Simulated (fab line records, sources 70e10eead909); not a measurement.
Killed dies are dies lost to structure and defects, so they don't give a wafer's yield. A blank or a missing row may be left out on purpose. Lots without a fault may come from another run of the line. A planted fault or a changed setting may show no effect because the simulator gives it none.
A struck lot beside a sound one | flow nand_harc | 15 steps out of a route of 1302
Sound: wafers L682.1, L682.4, L682.6. Struck: wafer L692.1. (L692.5 of the same lot was not struck and is left out.) The cause comes at the end.
At each step with rows: each side's tool, then ch and its chambers, then its first start. Under that, the readings that differ: sound wafers | struck wafers | difference of the means | sigmas: that difference in standard deviations of wafers without a fault.
alike: readings whose means differ by less than 2 such deviations, and words and numbers that are the same on both sides. not compared: withheld readings, readings that some wafer has no value for, bounds like >300 that may hide the same value, and numbers for which the record gives no deviation and whose values overlap.
The two part at a step that has a row with sigmas, a row that says differs or no value, or rows on one side only. Numbers that don't overlap but have no deviation are shown without sigmas and don't part them. A reading that every wafer of one side lacks parts them only if that side has two wafers or more.

first, 2 steps without rows for these wafers: NHARC_A_DECK1_JOINT_ANNEAL_28 (time 1800 s); NHARC_A_DECK1_JOINT_ANNEAL_29 (time 1800 s).
NHARC_A_DECK1_JOINT_CMP_02: polishes SiOx.
  sound on cmp-02 ch 0,2, day 15 02:23; struck on cmp-03 ch 1, day 19 22:29
  reading             | sound          | struck | difference | sigmas
  motor_current_A (A) | 11.3 10.3 11.2 | 15.3   | +4.4       | +3
  alike: slurry_filter_dp_kPa
then, 1 step without rows for these wafers: NHARC_A_DECK1_JOINT_SRD_15.
NHARC_A_DECK1_JOINT_DEP_16: deposits SiO2, target thk 45 nm.
  sound on pecvd-03 ch 0,1,2, day 15 02:49; struck on pecvd-01 ch 0, day 19 22:55
  reading            | sound       | struck | difference | sigmas
  heater_power_w (W) | 646 557 368 | 747    | +223       | +2
  alike: heater_power_outer_w, susceptor_temp_C, throttle_valve_pct
NHARC_A_DECK1_JOINT_THK_MEAS_17: measures by ellipsometry.
  sound on film_metro-01, day 15 03:04; struck on film_metro-01, day 19 23:10
  alike: thk_nm
NHARC_A_DECK1_JOINT_INSPECT_05:
  sound on defect_inspect-02, day 15 03:05; struck on defect_inspect-02, day 19 23:13
  alike: raw_defect_count
then, 1 step without rows for these wafers: NHARC_A_ONON_D2_DEP_00 (target thk 1000 nm).
NHARC_A_ONON_D2_THK_MEAS_02: measures by ellipsometry.
  sound on film_metro-01, day 15 03:40; struck on film_metro-01, day 19 23:47
  alike: thk_nm
then, 1 step without rows for these wafers: NHARC_A_ONON_D2_DEP_03 (target thk 1000 nm).
NHARC_A_ONON_D2_THK_MEAS_05: measures by ellipsometry.
  sound on film_metro-02, day 15 04:14; struck on film_metro-02, day 20 00:26
  reading     | sound       | struck | difference | sigmas
  thk_nm (nm) | 986 987 987 | 1003   | +16        | +2
NHARC_A_ONON_D2_DEP_06: target thk 1000 nm.
  sound on pecvd_onon-02 ch 0, day 15 04:18; struck on pecvd_onon-04 ch 0, day 20 00:29
  reading              | sound                | struck | difference | sigmas
  susceptor_temp_C (C) | 399.65 399.69 399.94 | 400.46 | +0.70      | +3
NHARC_A_ONON_D2_THK_MEAS_08: measures by ellipsometry.
  sound on film_metro-01, day 15 04:48; struck on film_metro-02, day 20 01:00
  reading     | sound          | struck | difference | sigmas
  thk_nm (nm) | 1005 1005 1003 | 1575   | +571       | +84
then, 1 step without rows for these wafers: NHARC_A_ONON_D2_DEP_09 (target thk 1000 nm).
-- the record jumps here: 13 days lie between the struck wafers' starts before and after (it left off in module A_ONON_D2 and takes up again in module END, whose first step shown is number 1302 of the route) --
NHARC_END_SORT_01:
  sound on prober-02 ch 0, day 27 05:47; struck on prober-01 ch 0, day 32 17:28
  reading         | sound    | struck | difference | sigmas
  killed_at_array | 54 59 56 | 672    | +616       | +26
  killed_dies     | 60 65 59 | 677    | +616       | +27
  alike: killed_at_other, killed_at_periphery, killed_open, killed_short

WHERE THEY PART
First at NHARC_A_DECK1_JOINT_CMP_02; last, within this record, at NHARC_END_SORT_01.

WHY: what the simulator had put in
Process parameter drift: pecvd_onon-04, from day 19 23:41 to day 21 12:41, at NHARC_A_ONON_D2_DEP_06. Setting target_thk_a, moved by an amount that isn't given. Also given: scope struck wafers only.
